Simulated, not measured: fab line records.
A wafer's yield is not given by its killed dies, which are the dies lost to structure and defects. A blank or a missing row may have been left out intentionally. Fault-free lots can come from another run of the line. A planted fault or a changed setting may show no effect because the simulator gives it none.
Chamber matching || flow nandHarc || 4 sister chambers for NHARC_P_M0_STRIP_18 on rieDiel-02
The step strips in N2/H2. 4 wafers are shown with their chamber, then 12 later ones without.

== WAFERS WITH THEIR CHAMBER ==
{"wafer": "L082.5", "chamber": 2, "drypumpMotorCurrentA (A)": 5.3}
{"wafer": "L088.4", "chamber": 0, "drypumpMotorCurrentA (A)": 5.7}
{"wafer": "L090.1", "chamber": 3, "drypumpMotorCurrentA (A)": 6.1}
{"wafer": "L090.6", "chamber": 1, "drypumpMotorCurrentA (A)": 5.0}

== WAFERS WHOSE CHAMBER IS MISSING ==
{"wafer": "L091.2", "drypumpMotorCurrentA (A)": 5.7}
{"wafer": "L091.3", "drypumpMotorCurrentA (A)": 6.1}
{"wafer": "L091.6", "drypumpMotorCurrentA (A)": 6.1}
{"wafer": "L095.1", "drypumpMotorCurrentA (A)": 6.0}
{"wafer": "L095.2", "drypumpMotorCurrentA (A)": 5.7}
{"wafer": "L095.5", "drypumpMotorCurrentA (A)": 5.7}
{"wafer": "L094.1", "drypumpMotorCurrentA (A)": 5.3}
{"wafer": "L094.2", "drypumpMotorCurrentA (A)": 5.7}
{"wafer": "L094.5", "drypumpMotorCurrentA (A)": 5.0}
{"wafer": "L097.2", "drypumpMotorCurrentA (A)": 6.1}
{"wafer": "L097.5", "drypumpMotorCurrentA (A)": 6.1}
{"wafer": "L097.6", "drypumpMotorCurrentA (A)": 5.3}

== EACH ONE'S CHAMBER ==
{"wafer": "L091.2", "from the rows above": 0, "in truth": 0}
{"wafer": "L091.3", "from the rows above": 3, "in truth": 3}
{"wafer": "L091.6", "from the rows above": 3, "in truth": 3}
{"wafer": "L095.1", "from the rows above": 3, "in truth": 3}
{"wafer": "L095.2", "from the rows above": 0, "in truth": 0}
{"wafer": "L095.5", "from the rows above": 0, "in truth": 0}
{"wafer": "L094.1", "from the rows above": 2, "in truth": 2}
{"wafer": "L094.2", "from the rows above": 0, "in truth": 0}
{"wafer": "L094.5", "from the rows above": 1, "in truth": 1}
{"wafer": "L097.2", "from the rows above": 3, "in truth": 3}
{"wafer": "L097.5", "from the rows above": 3, "in truth": 3}
{"wafer": "L097.6", "from the rows above": 2, "in truth": 2}
Correct placement for 12 of the 12. Number that these rows cannot place: 0. 0 placed wrongly.
How it was worked out, from the rows above alone: a wafer's distance from a chamber is the root of the sum, over the readings, of the square of ((its reading less the chamber's mean) divided by the reading's scatter). If the next closest chamber is less than 2 further off than the closest, the wafer can't be placed; otherwise it belongs to the closest. Each chamber's mean is taken over the wafers shown for it. The scatter: with one shown wafer a chamber, the root of the mean of the squares of how far each hidden wafer lies from its nearest shown one.
